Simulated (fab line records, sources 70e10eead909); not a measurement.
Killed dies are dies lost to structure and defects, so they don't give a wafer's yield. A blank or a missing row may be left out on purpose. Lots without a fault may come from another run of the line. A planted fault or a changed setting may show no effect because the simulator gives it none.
Chamber matching | flow nand_harc | NHARC_A_BONDPAD_STRIP_15 on rie_diel-10: 4 sister chambers
The step strips in O2. 14 wafers are shown with their chamber, then 7 later ones without.

WAFERS WITH THEIR CHAMBER
wafer  | chamber | drypump_motor_current_A (A) | rf_vpp_V (V) | oes_product_au (a.u.)
L969.1 | 2       | 5.8                         | 57.6         | 1.029
L969.2 | 3       | 6.2                         | 58.2         | 1.003
L969.5 | 2       | 5.9                         | 56.3         | 1.033
L971.2 | 1       | 6.4                         | 57.9         | 1.024
L971.3 | 0       | 5.7                         | 58.8         | 1.018
L971.6 | 3       | 6.2                         | 58.4         | 1.012
L970.2 | 0       | 5.7                         | 56.6         | 1.013
L970.5 | 1       | 6.5                         | 57.5         | 1.018
L970.6 | 0       | 5.7                         | 57.6         | 1.010
L972.1 | 2       | 5.8                         | 58.0         | 1.013
L972.3 | 1       | 6.5                         | 57.5         | 1.002
L972.6 | 1       | 6.5                         | 58.2         | 1.008
L974.2 | 2       | 5.9                         | 57.2         | 0.989
L974.3 | 1       | 6.5                         | 58.5         | 1.008

SIGNATURES (means of the wafers above)
reading                 | chamber 0 | chamber 1 | chamber 2 | chamber 3 | scatter within a chamber
drypump_motor_current_A | 5.700     | 6.480     | 5.850     | 6.200     | 0.0424
rf_vpp_V                | 57.667    | 57.920    | 57.275    | 58.300    | 0.693
oes_product_au          | 1.01367   | 1.01200   | 1.01600   | 1.00750   | 0.0126
Rule: a wafer's distance from a chamber is the root of the sum, over the readings, of the square of ((its reading less the chamber's mean) divided by the reading's scatter). The wafer belongs to the nearest chamber; if the next one is less than 2 further off, it can't be placed. The scatter: the root of (the sum of the squares of (reading less its chamber's mean) over the shown wafers, divided by (wafers less chambers)).

WAFERS WITHOUT THEIR CHAMBER
wafer  | drypump_motor_current_A (A) | rf_vpp_V (V) | oes_product_au (a.u.)
L974.4 | 6.2                         | 58.3         | 0.995
L985.2 | 5.8                         | 56.1         | 1.008
L985.4 | 6.4                         | 56.7         | 1.002
L985.5 | 5.8                         | 58.8         | 1.003
L987.2 | 6.5                         | 57.6         | 1.012
L987.4 | 5.8                         | 57.2         | 0.999
L987.6 | 6.2                         | 61.1         | 0.993

WHICH CHAMBER EACH WENT THROUGH
wafer  | from the rows above     | in truth
L974.4 | 3                       | 3
L985.2 | can't be placed: 2 or 0 | 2
L985.4 | 1                       | 1
L985.5 | can't be placed: 2 or 0 | 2
L987.2 | 1                       | 1
L987.4 | can't be placed: 2 or 0 | 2
L987.6 | 3                       | 3
Placed correctly: 4 of 7. Can't be placed from these rows: 3 (the true chamber is among the candidates in 3). Placed wrongly: 0.
